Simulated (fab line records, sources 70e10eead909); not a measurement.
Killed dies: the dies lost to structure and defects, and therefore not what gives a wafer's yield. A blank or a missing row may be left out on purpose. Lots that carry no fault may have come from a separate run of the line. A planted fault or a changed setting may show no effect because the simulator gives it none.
8D (eight disciplines) problem report, filled in by code -- flow nandHarc -- the parts of the form that need people (team, actions taken, sign-off) are left out

## 1. PROBLEM STATEMENT
Mean of thkNm at NHARC_A_ONON_D2_THK_MEAS_11: 1043 nm across 6 wafers in 2 lots; on wafers with no fault it is 999 nm (standard deviation 8.1). That is +5.5 standard deviations from the usual mean.
The step: measures by ellipsometry.
Seen first at day 17 12:59 on filmMetro-01, wafer L728.1. The record holds 36 wafers of 12 lots with a number at this step. By rule, "out" or "out of limits" means more than 4 standard deviations away from the usual mean. All remaining wafers that have a number are taken as sound.

## 2. WHAT IT IS, AND WHAT IT ISN'T
question,is,is not
which readings at this step,thkNm,-
which lots,"L728, L730","L716, L718, L719, L720, L721, L725, L736, L737, L738, L739"
which wafers of those lots,all that have a number,-
read on which gauges,filmMetro-01,filmMetro-02
when,from day 17 12:59,"up to then (18 sound wafers); but 12 sound wafers of L736, L737, L738, L739 came after"

## 3. SUSPECTS, AND WHAT RULES EACH OUT
Counting: a tool at a process step up to the reading stays a suspect if it ran every lot that is out and no sound lot after the first of them.
- the gauge at NHARC_A_ONON_D2_THK_MEAS_11 has been ruled out. All the wafers that are out were read on filmMetro-01, but those of them that NHARC_END_SORT_01 has rows for are out there too, on other tools.
- pecvdOnon-01 at NHARC_A_ONON_D2_DEP_09 (target thk 1000 nm): ruled out as a lasting fault. The sound lots L739 went through it after L728, its earliest lot that is out (day 17 12:28).
Left after counting: nothing in the record.

## 4. THE CAUSE (what the simulator had put in)
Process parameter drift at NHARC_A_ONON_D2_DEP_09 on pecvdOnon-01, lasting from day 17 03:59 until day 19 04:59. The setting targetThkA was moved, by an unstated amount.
The count ruled it out by mistake, since the rule takes a fault to strike every lot its tool runs from the start of the fault on, and this one did not do so.

## 5. THE CHAIN OF EFFECTS, in route order
One row per reading whose mean, taken over the struck wafers that have a number, lies over 3 standard deviations from the usual. Only readings whose record carries a usual standard deviation are examined. hours: median over the lots of the time between each lot's start at the first step of this table that gives one and its start at this step. sigmas: the change, counted in usual standard deviations.
hours,step,reading,usual,on struck wafers,change,sigmas
0,NHARC_A_ONON_D2_THK_MEAS_11,thkNm,999 nm,1043,+44,+5.5
299,NHARC_END_SORT_01,killedAtArray,54,655,+601,+29
299,NHARC_END_SORT_01,killedDies,58,660,+602,+30

## 6. WHAT WOULD HAVE CAUGHT IT SOONER
9 hours passed between the start of the fault at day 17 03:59 and the first reading out of limits at a measuring or inspecting step in this record, taken at day 17 12:59.
No tool reading at NHARC_A_ONON_D2_DEP_09 that has a usual standard deviation in the record was out on any struck wafer, so an alarm limit of 4 standard deviations on those readings would not have fired.
